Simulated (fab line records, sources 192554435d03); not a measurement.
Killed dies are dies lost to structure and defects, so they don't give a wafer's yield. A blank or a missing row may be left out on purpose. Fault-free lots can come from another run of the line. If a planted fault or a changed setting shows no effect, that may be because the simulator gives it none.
Split-lot experiment	flow n5_finfet	21 wafers read across 7 lots, on a route 1938 steps long

## THE SPLIT
At N5_PASSIVATION_EXPOSE_27 (exposes mask PAD, defocus 0 nm), the setting dose_mj was moved away from the recipe's 32.3 on 7 of the 21 wafers read, by -3.4% to +7.2%. The other wafers ran this setting at the recipe's value.

## FROM THE SPLIT TO THE READING: what the file shows between them, 3 steps
- N5_PASSIVATION_PEB_28
- N5_PASSIVATION_DEVELOP_29: develop time 60 s
- N5_PASSIVATION_HARDBAKE_31: time 120 s

## THE READING
Shown in nm: cd_nm at N5_PASSIVATION_CD_MEAS_30, with target cd 4000 nm. Typical for fault-free wafers on this fab line: 3999.7 nm, with standard deviation 1.9 nm.

wafer	tool, chamber at the split	dose_mj as run	against the recipe	cd_nm, nm	against lot-mates on the recipe
L075.2	krf_scanner-01, 0	31.21	-3.4%	3993.6	-6.3
L075.5	krf_scanner-01, 0	32.3	recipe	3999.1	-
L075.6	krf_scanner-01, 0	32.3	recipe	4000.7	-
L080.1	krf_scanner-01, 0	32.3	recipe	3999.1	-
L080.2	krf_scanner-01, 0	32.3	recipe	4000.0	-
L080.3	krf_scanner-01, 0	32.3	recipe	3999.2	-
L083.1	krf_scanner-01, 0	32.3	recipe	3996.6	-
L083.4	krf_scanner-01, 0	32.3	recipe	3997.4	-
L083.6	krf_scanner-01, 0	34.61	+7.2%	4010.9	+13.9
L088.1	krf_scanner-02, 0	34.56	+7.0%	4008.9	+12.0
L088.4	krf_scanner-02, 0	34.56	+7.0%	4009.6	+12.7
L088.5	krf_scanner-02, 0	32.3	recipe	3996.9	-
L086.2	krf_scanner-01, 0	32.3	recipe	4002.1	-
L086.3	krf_scanner-01, 0	32.3	recipe	4000.2	-
L086.4	krf_scanner-01, 0	33.37	+3.3%	4006.0	+4.9
L087.2	krf_scanner-01, 0	31.51	-2.4%	3994.2	-4.7
L087.3	krf_scanner-01, 0	31.51	-2.4%	3992.8	-6.1
L087.4	krf_scanner-01, 0	32.3	recipe	3998.9	-
L096.2	krf_scanner-01, 0	32.3	recipe	4000.7	-
L096.4	krf_scanner-01, 0	32.3	recipe	4000.3	-
L096.6	krf_scanner-01, 0	32.3	recipe	4000.0	-

FIT RESULTS
A straight line over all 21 wafers: cd_nm changes by +1.61 nm for each +1% of dose_mj; r = +0.95; the points scatter about the line by 1.5 nm.
The same after taking each lot's own level away (the mean of its wafers on the recipe; 21 wafers): +1.85 nm for each +1%; r = +0.99; scatter 0.69 nm.
That fit puts the effect of the largest move of dose_mj on the reading at 13 nm.
The span of the lots' own levels, 3996.90 to 4001.15 nm, comes to 2.2 times the standard deviation stated above.
Thus the slope moves with the lot-to-lot level: the two fits are different.
Check: for one of the wafers moved furthest among these (+7.2%), held out of the fit, the line's prediction against its lot-mates is +12.7 nm. Against them it came out at +13.9 nm.

## THE WHOLE CHAIN: every reading that the file lists as answering this split, in the file's order
step	what it does	reading	change (the file's fit)	r (the file's)
N5_PASSIVATION_CD_MEAS_30	target cd 4000 nm	cd_nm	+1.84 nm for each +1% of the setting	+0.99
N5_PASSIVATION_PROBE_49		killed_at_other	not straight: 478 at the lowest setting, 8.1 at the recipe, 2 at the highest	not given

## FILE'S OWN FIT
cd_nm changes by +1.84 nm for each +1% of dose_mj, r = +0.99.
